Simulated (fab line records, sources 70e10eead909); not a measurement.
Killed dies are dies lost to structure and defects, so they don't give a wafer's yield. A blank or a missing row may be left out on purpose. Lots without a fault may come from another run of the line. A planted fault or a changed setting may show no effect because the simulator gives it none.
fab line records | flow nand_harc | part 1 of 2: steps 1 to 30 of 45
record lots=5 wafers=15 last_day=23
route steps=1159 shown P_GATE@187 P_CONTACT@217
lots that met no fault: from a run of the same line without faults
start_h: hours from the record's first day to the start of the lot's first wafer shown | wait_h: hours since the lot's step before | " the same as in the row above | L1.1+2: a row that stands for several wafers | - no value, or no start given | * or withheld: withheld | < > ~ a bound
route shown NAME@n: a module of which the file shows steps, and the number in the route of the first | usual: mean/standard deviation of fault-free wafers | same: alike in all rows | chamber/n: place in a boat | sites: the reading at each site | _std_site: their standard deviation | _edge_site: outer sites' mean less inner sites' | radius_mm: how far each site lies from the wafer's centre | mask NAME#n: copy n | behind: the tool/chamber that last shaped the wafer | hold: why the lot was held/for how many hours/how that ended | device: the transistor (n, p or np) that didn't switch | end of line: the same wafers' tests at the end of the route | a step without rows: its recipe alone | killed: dies lost to structure and defects at the first sort, not the wafer's yield | map: a wafer's dies, x killed, . not, _ none there
set.NAME: the setting as run; set.NAME@STEP: as run at that earlier step | model.NAME: the simulator's own value behind a step, which no gauge read
lots at some steps of the route; a table a step, a row a wafer
services: from which hour (start_h, from the record's first day; less than 0 if before it) a tool's chamber was out of use, for how many hours, and why
## steps
# step NHARC_P_GATE_DESCUM_61
# recipe time_s=3 o2_flow_sccm=200 ar_flow_sccm=0 bias_power_w=0 chemistry=O2
# usual drypump_motor_current_A=5.4/0.53 oes_product_au=0.999/0.0077 rf_vpp_V=58.0/0.93 showerhead_plenum_p_Torr=1.94/0.075 throttle_valve_pct=11.311/0.0094
# columns lot.wafer tool chamber start_h wait_h drypump_motor_current_A oes_product_au rf_hours_counter_h rf_vpp_V showerhead_plenum_p_Torr throttle_valve_pct
L074.2 rie_diel-07 2 104.68 - 5.0 1.013 7 58.4 1.98 11.303
L074.3 " 0 " " 5.3 0.995 9 58.2 1.99 11.323
L074.6 " 2 " " 4.9 1.009 - 59.0 1.98 11.331
L076.3 rie_diel-07 0 120.88 - 5.3 0.993 14 57.9 1.98 11.302
L076.4 " 1 " " 5.0 1.002 14 57.4 2.02 11.306
L076.5 " 1 " " 5.0 1.015 - 59.5 2.02 11.292
L080.4 rie_diel-07 0 135.66 - 5.3 0.987 16 58.5 1.98 11.309
L080.6 " 1 " " 5.0 1.003 - 59.3 2.01 11.314
L080.5 " 2 " " 5.0 1.003 - 57.1 1.98 11.299
L090.2 rie_diel-07 1 198.73 - 5.0 0.991 23 58.2 2.01 11.310
L090.4 " 2 " " 5.0 1.009 20 58.5 1.97 11.329
L090.5 " 2 " " 5.0 0.997 - 57.4 1.97 11.324
L091.1 rie_diel-07 1 205.75 - 5.0 1.000 25 58.3 2.01 11.327
L091.3 " 2 " " 5.0 1.021 21 58.5 1.97 11.315
L091.5 " 0 " " 5.3 0.991 - 58.8 1.98 11.295
# step NHARC_P_GATE_IMPLANT_62
# recipe energy_kev=20 dose_cm2=3e+15 tilt_deg=7
# usual beam_energy_keV=20.000/0.0068
# columns lot.wafer tool chamber start_h wait_h beam_energy_keV
L074.2 implanter-02 0 104.84 0.2 20.006
L074.3 " 0 " " 20.005
L074.6 " 0 " " 19.995
L076.3 implanter-01 0 121.10 0.2 19.988
L076.4 " 0 " " 19.992
L076.5 " 0 " " 19.987
L080.4 implanter-02 0 135.86 0.2 19.993
L080.5 " 0 " " 20.003
L080.6 " 0 " " 19.994
L090.2 implanter-02 0 198.91 0.2 19.997
L090.4 " 0 " " 19.997
L090.5 " 0 " " 19.999
L091.1 implanter-02 0 205.88 0.1 20.000
L091.3 " 0 " " 20.002
L091.5 " 0 " " 20.006
# step NHARC_P_GATE_STRIP_112
# recipe power_w=1500 temp_c=110 time_s=200 chemistry=N2/H2
# usual drypump_motor_current_A=5.8/0.47 heater_power_w=90/6.9
# columns lot.wafer tool chamber start_h wait_h drypump_motor_current_A heater_power_w rf_hours_counter_h
L074.2 plasma_asher-02 0 105.08 0.2 5.8 90 30
L074.3 " 1 " " 5.3 94 -
L074.6 " 1 " " 5.3 96 -
L076.3 plasma_asher-01 1 121.35 0.2 5.7 82 -
L076.4 " 0 " " 6.6 90 -
L076.5 " 0 " " 6.6 89 -
L080.4 plasma_asher-02 0 136.15 0.3 5.8 90 -
L080.6 " 0 " " 5.8 91 -
L080.5 " 1 " " 5.3 95 -
L090.2 plasma_asher-02 0 199.15 0.2 5.8 91 3
L090.4 " 1 " " 5.3 104 -
L090.5 " 1 " " 5.3 100 -
L091.1 plasma_asher-02 0 206.10 0.2 5.8 90 5
L091.3 " 0 " " 5.8 89 -
L091.5 " 0 " " 5.8 90 -
# step NHARC_P_GATE_STRIP_76
# recipe power_w=1500 temp_c=250 chemistry=O2
# usual drypump_motor_current_A=5.8/0.47 heater_power_w=337/26
# columns lot.wafer tool chamber start_h wait_h drypump_motor_current_A heater_power_w rf_hours_counter_h
L074.2 plasma_asher-02 0 105.31 0.2 5.8 336 31
L074.3 " 1 " " 5.3 357 -
L074.6 " 1 " " 5.3 359 -
L076.3 plasma_asher-01 1 121.55 0.2 5.8 303 -
L076.4 " 0 " " 6.6 338 -
L076.5 " 0 " " 6.6 329 -
L080.4 plasma_asher-02 0 136.34 0.2 5.8 339 -
L080.6 " 0 " " 5.8 337 -
L080.5 " 1 " " 5.3 352 -
L090.2 plasma_asher-02 0 199.37 0.2 5.8 341 3
L090.4 " 1 " " 5.3 373 -
L090.5 " 1 " " 5.3 378 -
L091.1 plasma_asher-02 0 206.37 0.2 5.8 346 6
L091.3 " 0 " " 5.8 344 -
L091.5 " 0 " " 5.8 343 -
# step NHARC_P_GATE_STRIP_63
# recipe time_s=900 temp_c=130 chemistry=SPM
# columns lot.wafer tool chamber start_h wait_h
L074.2+6+3 wet_bench-02 5,6,0 105.46 0.1
L076.5+3+4 wet_bench-07 5,0,2 121.67 0.1
L080.6+5+4 wet_bench-02 4,5,7 136.48 0.1
L090.4+2+5 wet_bench-02 1,2,5 199.51 0.1
L091.5+3+1 wet_bench-07 0,1,4 206.52 0.1
# step NHARC_P_GATE_DEHYDRATE_83
# recipe temp_c=150 time_s=120
# columns lot.wafer tool chamber start_h wait_h
L074.2+3+6 litho_track-03 0 105.79 -
L076.3+4+5 litho_track-07 0 122.02 -
L080.4+5+6 litho_track-07 0 136.82 -
L090.2+4+5 litho_track-03 0 199.85 -
L091.1+3+5 litho_track-03 0 206.86 -
# step NHARC_P_GATE_HMDS_84
# recipe time_s=30
# columns lot.wafer tool chamber start_h wait_h
L074.2+3+6 litho_track-03 0 - -
L076.3+4+5 litho_track-07 0 - -
L080.4+5+6 litho_track-07 0 - -
L090.2+4+5 litho_track-03 0 - -
L091.1+3+5 litho_track-03 0 - -
# step NHARC_P_GATE_COAT_85
# recipe spin_rpm=3000
# usual spin_speed_rpm=3000.4/2.4
# columns lot.wafer tool chamber start_h wait_h spin_speed_rpm
L074.2 litho_track-03 0 - - 3000.8
L074.3 " 0 " " 3002.0
L074.6 " 0 " " 3001.8
L076.3 litho_track-07 0 - - 3003.2
L076.4 " 0 " " 3004.1
L076.5 " 0 " " 2997.1
L080.4 litho_track-07 0 - - 2997.8
L080.5 " 0 " " 3001.6
L080.6 " 0 " " 3001.2
L090.2 litho_track-03 0 - - 3000.0
L090.4 " 0 " " 3003.6
L090.5 " 0 " " 3003.6
L091.1 litho_track-03 0 - - 3002.1
L091.3 " 0 " " 3001.2
L091.5 " 0 " " 2998.3
# step NHARC_P_GATE_SOFTBAKE_86
# recipe temp_c=122 time_s=95
# columns lot.wafer tool chamber start_h wait_h
L074.2+3+6 litho_track-03 0 - -
L076.3+4+5 litho_track-07 0 - -
L080.4+5+6 litho_track-07 0 - -
L090.2+4+5 litho_track-03 0 - -
L091.1+3+5 litho_track-03 0 - -
# step NHARC_P_GATE_EBR_87
# columns lot.wafer tool chamber start_h wait_h
L074.2+3+6 litho_track-03 0 - -
L076.3+4+5 litho_track-07 0 - -
L080.4+5+6 litho_track-07 0 - -
L090.2+4+5 litho_track-03 0 - -
L091.1+3+5 litho_track-03 0 - -
# step NHARC_P_GATE_EXPOSE_88
# recipe na=0.6 target_cd_nm=2000 dose_mj=11.87 mask_id=P_HVN
# columns lot.wafer tool chamber start_h wait_h mask
L074.2+3+6 krf_scanner-03 0 106.07 - P_HVN#0
L076.3+4+5 krf_scanner-01 0 122.30 - P_HVN#0
L080.4+5+6 krf_scanner-04 0 137.10 - P_HVN#0
L090.2+4+5 krf_scanner-01 0 200.00 - P_HVN#0
L091.1+3+5 krf_scanner-01 0 207.13 - P_HVN#0
# step NHARC_P_GATE_PEB_89
# recipe peb_temp_c=118 peb_time_s=85
# columns lot.wafer tool chamber start_h wait_h
L074.2+3+6 litho_track-03 0 106.13 0.1
L076.3+4+5 litho_track-03 0 122.36 0.1
L080.4+5+6 litho_track-02 0 137.16 0.0
L090.2+4+5 litho_track-07 0 200.07 0.1
L091.1+3+5 litho_track-02 0 207.19 0.1
# step NHARC_P_GATE_DEVELOP_90
# recipe time_s=70
# columns lot.wafer tool chamber start_h wait_h
L074.2+3+6 litho_track-03 0 - -
L076.3+4+5 litho_track-03 0 - -
L080.4+5+6 litho_track-02 0 - -
L090.2+4+5 litho_track-07 0 - -
L091.1+3+5 litho_track-02 0 - -
# step NHARC_P_GATE_CD_MEAS_91
# recipe target_cd_nm=2000 landing_energy_ev=500
# usual cd_nm=2000.1/1.5
# columns lot.wafer tool chamber start_h wait_h cd_nm
L074.2 cd_sem-01 0 106.22 - 1999.4
L074.3 " 0 " " 2000.7
L074.6 " 0 " " 2000.1
L076.3 cd_sem-02 0 122.45 - 2001.4
L076.4 " 0 " " 2000.3
L076.5 " 0 " " 2000.0
L080.4 cd_sem-03 0 137.26 - 2002.0
L080.5 " 0 " " 1999.9
L080.6 " 0 " " 1998.8
L090.2 cd_sem-01 0 200.16 - 2001.4
L090.4 " 0 " " 1999.2
L090.5 " 0 " " 1999.7
L091.1 cd_sem-02 0 207.29 - 1999.8
L091.3 " 0 " " 2001.1
L091.5 " 0 " " 2001.4
# step NHARC_P_GATE_HARDBAKE_92
# recipe temp_c=125 time_s=80
# columns lot.wafer tool chamber start_h wait_h
L074.2+3+6 litho_track-03 0 106.30 -
L076.3+4+5 litho_track-03 0 122.53 -
L080.4+5+6 litho_track-07 0 137.34 -
L090.2+4+5 litho_track-03 0 200.26 -
L091.1+3+5 litho_track-03 0 207.36 -
# step NHARC_P_GATE_DESCUM_93
# recipe time_s=3 o2_flow_sccm=200 ar_flow_sccm=0 bias_power_w=0 chemistry=O2
# usual drypump_motor_current_A=5.5/0.57 oes_product_au=0.998/0.0071 rf_vpp_V=57.7/0.83 showerhead_plenum_p_Torr=1.91/0.07 throttle_valve_pct=11.311/0.0094
# columns lot.wafer tool chamber start_h wait_h drypump_motor_current_A oes_product_au rf_hours_counter_h rf_vpp_V showerhead_plenum_p_Torr throttle_valve_pct
L074.2 rie_diel-04 1 106.38 - 5.0 0.994 63 57.5 1.92 11.311
L074.3 " 3 " " 6.6 0.998 44 57.2 1.84 11.295
L074.6 " 1 " " 5.0 0.995 - 58.5 1.92 11.311
L076.4 rie_diel-08 0 122.60 - 5.9 0.991 58 58.1 1.80 11.318
L076.3 " 2 " " 5.2 1.014 56 58.3 1.76 11.315
L076.5 " 1 " " 6.4 1.014 - 58.3 1.87 11.316
L080.4 rie_diel-04 0 137.44 - 5.9 0.989 6 56.3 1.98 11.326
L080.5 " 2 " " 5.4 0.991 - 57.4 1.92 11.315
L080.6 " 3 " " 6.7 0.991 - 57.1 1.84 11.321
L090.2 rie_diel-08 3 200.36 - 5.5 1.001 30 57.9 1.79 11.303
L090.4 " 1 " " 6.4 0.998 26 56.8 1.86 11.312
L090.5 " 3 " " 5.5 0.995 - 57.7 1.79 11.307
L091.1 rie_diel-07 2 207.47 - 5.0 0.996 22 57.5 1.97 11.315
L091.3 " 0 " " 5.3 0.991 28 57.5 1.98 11.296
L091.5 " 1 " " 5.0 0.994 - 59.7 2.01 11.287
# step NHARC_P_GATE_IMPLANT_94
# recipe energy_kev=60 dose_cm2=2e+15 tilt_deg=7
# usual beam_energy_keV=59.998/0.018
# columns lot.wafer tool chamber start_h wait_h beam_energy_keV
L074.2 implanter-02 0 106.56 0.2 59.951
L074.3 " 0 " " 59.952
L074.6 " 0 " " 59.946
L076.3 implanter-01 0 122.81 0.2 59.987
L076.4 " 0 " " 59.964
L076.5 " 0 " " 59.990
L080.4 implanter-01 0 137.65 0.2 60.008
L080.5 " 0 " " 60.020
L080.6 " 0 " " 60.022
L090.2 implanter-01 0 200.53 0.2 60.008
L090.4 " 0 " " 59.998
L090.5 " 0 " " 59.981
L091.1 implanter-02 0 207.60 0.1 59.987
L091.3 " 0 " " 59.984
L091.5 " 0 " " 59.968
# step NHARC_P_GATE_STRIP_113
# recipe power_w=1500 temp_c=110 time_s=740 chemistry=N2/H2
# usual drypump_motor_current_A=5.9/0.49 heater_power_w=89/6.7
# columns lot.wafer tool chamber start_h wait_h drypump_motor_current_A heater_power_w rf_hours_counter_h
L074.2 plasma_asher-02 0 106.88 0.3 5.8 91 32
L074.3 " 1 " " 5.3 96 -
L074.6 " 0 " " 5.8 91 -
L076.4 plasma_asher-01 1 123.21 0.3 5.7 81 -
L076.3 " 0 " " 6.6 92 -
L076.5 " 1 " " 5.8 79 -
L080.4 plasma_asher-01 0 138.35 0.7 6.6 88 -
L080.6 " 1 " " 5.7 83 -
L080.5 " 0 " " 6.6 89 -
L090.2 plasma_asher-01 1 200.73 0.2 5.7 80 35
L090.4 " 1 " " 5.7 80 -
L090.5 " 0 " " 6.6 88 -
L091.1 plasma_asher-02 0 207.88 0.2 5.8 91 7
L091.3 " 1 " " 5.3 103 -
L091.5 " 0 " " 5.8 91 -
# step NHARC_P_GATE_STRIP_95
# recipe power_w=1500 temp_c=250 chemistry=O2
# usual drypump_motor_current_A=5.9/0.48 heater_power_w=332/25
# columns lot.wafer tool chamber start_h wait_h drypump_motor_current_A heater_power_w rf_hours_counter_h
L074.2 plasma_asher-02 0 107.60 0.6 5.8 329 33
L074.3 " 1 " " 5.3 357 -
L074.6 " 0 " " 5.8 347 -
L076.4 plasma_asher-01 1 123.71 0.4 5.8 307 -
L076.3 " 0 " " 6.6 320 -
L076.5 " 1 " " 5.7 290 -
L080.4 plasma_asher-01 0 138.73 0.3 6.6 336 -
L080.6 " 1 " " 5.8 301 -
L080.5 " 0 " " 6.6 324 -
L090.2 plasma_asher-01 1 201.45 0.6 5.8 296 36
L090.4 " 1 " " 5.8 304 -
L090.5 " 0 " " 6.6 333 -
L091.1 plasma_asher-02 0 208.58 0.6 5.8 333 7
L091.3 " 1 " " 5.3 381 -
L091.5 " 0 " " 5.8 336 -
# step NHARC_P_GATE_STRIP_96
# recipe time_s=900 temp_c=130 chemistry=SPM
# columns lot.wafer tool chamber start_h wait_h
L074.6+2+3 wet_bench-07 2,4,6 107.82 0.2
L076.3+5+4 wet_bench-06 4,6,7 123.90 0.2
L080.4+5+6 wet_bench-06 0,1,2 138.94 0.2
L090.2+4+5 wet_bench-06 4,7,0 201.66 0.2
L091.5+1+3 wet_bench-06 7,1,3 208.80 0.2
# step NHARC_P_GATE_RTA_64
# recipe temp_c=1050 time_s=1
# usual lamp_power_pct=32.5/2 lamp_zone_4_pct=32.5/2 wafer_temp_C_max=1054.6/2.1
# columns lot.wafer tool chamber start_h wait_h lamp_power_pct lamp_zone_4_pct wafer_temp_C_max
L074.2 rtp_anneal-01 0 108.20 - 34.5 34.4 1057.7
L074.3 " 0 " " 34.4 34.5 1055.1
L074.6 " 0 " " 34.4 34.4 1056.5
L076.3 rtp_anneal-01 0 124.37 - 34.3 34.4 1056.8
L076.4 " 0 " " 34.4 34.4 1055.5
L076.5 " 0 " " 34.4 34.5 1055.5
L080.4 rtp_anneal-02 0 139.35 - 30.5 30.5 1053.1
L080.5 " 0 " " 30.5 30.5 1054.2
L080.6 " 0 " " 30.6 30.6 1053.6
L090.2 rtp_anneal-01 0 202.05 - 34.4 34.4 1057.3
L090.4 " 0 " " 34.4 34.4 1056.5
L090.5 " 0 " " 34.5 34.4 1062.0
L091.1 rtp_anneal-02 0 209.14 - 30.5 30.5 1052.9
L091.3 " 0 " " 30.5 30.5 1053.3
L091.5 " 0 " " 30.5 30.5 1051.2
# step NHARC_P_GATE_ETCH_77
# recipe target_depth_a=60 chemistry=dHF material=SiO2
# columns lot.wafer tool chamber start_h wait_h
L074.3+6+2 wet_bench-02 6,1,3 108.37 0.1
L076.4+3+5 wet_bench-02 0,1,2 124.52 0.1
L080.6+4+5 wet_bench-02 7,0,1 139.49 0.1
L090.4+5+2 wet_bench-02 3,4,5 202.22 0.1
L091.1+3+5 wet_bench-06 4,5,0 209.34 0.2
# step NHARC_P_GATE_DEGAS_109
# recipe temp_c=300 time_s=60
# usual heater_power_w=464/39
# columns lot.wafer tool chamber start_h wait_h heater_power_w
L074.2 pvd_sputter-01 - 108.47 0.1 392
L074.3 " - " " 507
L074.6 " - " " 394
L076.4 pvd_sputter-03 - 124.62 0.1 452
L076.3 " - " " 495
L076.5 " - " " 470
L080.4 pvd_sputter-01 - 139.60 0.1 461
L080.6 " - " " 516
L080.5 " - " " 451
L090.4 pvd_sputter-03 - 202.32 0.1 470
L090.2 " - " " 457
L090.5 " - " " 483
L091.3 pvd_sputter-01 - 209.45 0.1 395
L091.1 " - " " 530
L091.5 " - " " 534
# step NHARC_P_GATE_PRE_CLEAN_110
# recipe time_s=30 bias_v=200 gas=Ar
# columns lot.wafer tool chamber start_h wait_h
L074.3+2+6 pvd_sputter-01 - - -
L076.4+3+5 pvd_sputter-03 - - -
L080.4+6+5 pvd_sputter-01 - - -
L090.4+2+5 pvd_sputter-03 - - -
L091.1+3+5 pvd_sputter-01 - - -
# step NHARC_P_GATE_SPUTTER_78
# recipe target_thk_a=100 material=Ni
# columns lot.wafer tool chamber start_h wait_h
L074.3+2+6 pvd_sputter-01 - - -
L076.4+3+5 pvd_sputter-03 - - -
L080.4+6+5 pvd_sputter-01 - - -
L090.4+2+5 pvd_sputter-03 - - -
L091.3+1+5 pvd_sputter-01 - - -
# step NHARC_P_GATE_SPUTTER_79
# recipe target_thk_a=100 material=TiN
# columns lot.wafer tool chamber start_h wait_h
L074.3+2+6 pvd_sputter-01 - - -
L076.3+4+5 pvd_sputter-03 - - -
L080.4+5+6 pvd_sputter-01 - - -
L090.2+4+5 pvd_sputter-03 - - -
L091.1+3+5 pvd_sputter-01 - - -
# step NHARC_P_GATE_RTA_80
# recipe temp_c=300 time_s=30
# usual lamp_power_pct=1.94/0.12 lamp_zone_4_pct=1.94/0.12 wafer_temp_C_max=301.4/0.6
# columns lot.wafer tool chamber start_h wait_h lamp_power_pct lamp_zone_4_pct wafer_temp_C_max
L074.2 rtp_anneal-02 0 108.80 - 1.82 1.82 301.1
L074.3 " 0 " " 1.82 1.82 301.1
L074.6 " 0 " " 1.82 1.82 300.9
L076.3 rtp_anneal-01 0 124.97 - 2.05 2.05 301.3
L076.4 " 0 " " 2.05 2.05 301.7
L076.5 " 0 " " 2.05 2.05 301.8
L080.4 rtp_anneal-02 0 140.15 - 1.82 1.81 300.6
L080.5 " 0 " " 1.82 1.81 300.9
L080.6 " 0 " " 1.81 1.82 300.5
L090.2 rtp_anneal-02 0 202.79 - 1.81 1.82 300.7
L090.4 " 0 " " 1.82 1.82 300.6
L090.5 " 0 " " 1.81 1.82 300.7
L091.1 rtp_anneal-02 0 209.80 - 1.82 1.82 301.1
L091.3 " 0 " " 1.81 1.82 300.5
L091.5 " 0 " " 1.81 1.82 301.0
# step NHARC_P_GATE_STRIP_67
# recipe time_s=600 temp_c=130 chemistry=SPM
# columns lot.wafer tool chamber start_h wait_h
L074.3+6+2 wet_bench-07 6,0,2 108.98 0.1
L076.5+3+4 wet_bench-02 5,1,2 125.11 0.1
L080.6+5+4 wet_bench-07 0,4,5 140.27 0.0
L090.4+5+2 wet_bench-06 7,2,4 202.97 0.1
L091.5+1+3 wet_bench-07 0,3,5 210.00 0.1
# step NHARC_P_GATE_RTA_82
# recipe temp_c=450 time_s=30
# usual lamp_power_pct=3.88/0.22 lamp_zone_4_pct=3.88/0.22 wafer_temp_C_max=452.2/0.87
# columns lot.wafer tool chamber start_h wait_h lamp_power_pct lamp_zone_4_pct wafer_temp_C_max
L074.2 rtp_anneal-02 0 109.26 - 3.57 3.57 450.8
L074.3 " 0 " " 3.57 3.57 451.1
L074.6 " 0 " " 3.57 3.56 451.2
L076.3 rtp_anneal-02 0 125.43 - 3.58 3.58 451.3
L076.4 " 0 " " 3.57 3.58 451.3
L076.5 " 0 " " 3.57 3.57 451.2
L080.4 rtp_anneal-02 0 140.61 - 3.58 3.57 451.2
L080.5 " 0 " " 3.57 3.57 451.0
L080.6 " 0 " " 3.57 3.57 451.1
L090.2 rtp_anneal-01 0 203.25 - 4.03 4.03 452.4
L090.4 " 0 " " 4.03 4.03 452.2
L090.5 " 0 " " 4.03 4.04 451.8
L091.1 rtp_anneal-01 0 210.26 - 4.03 4.03 452.7
L091.3 " 0 " " 4.03 4.04 451.6
L091.5 " 0 " " 4.04 4.03 452.5
# step NHARC_P_GATE_INSPECT_68
# usual raw_defect_count=197/80
# columns lot.wafer tool chamber start_h wait_h raw_defect_count
L074.2 defect_inspect-02 - 109.43 0.1 150
L074.3 " - " " 158
L074.6 " - " " 192
L076.3 defect_inspect-02 - 125.57 0.1 110
L076.4 " - " " 117
L076.5 " - " " 150
L080.4 defect_inspect-01 - 140.74 0.1 382
L080.5 " - " " 182
L080.6 " - " " 316
L090.2 defect_inspect-01 - 203.42 0.1 215
L090.4 " - " " 245
L090.5 " - " " 289
L091.1 defect_inspect-01 - 210.46 0.2 195
L091.3 " - " " 166
L091.5 " - " " 237
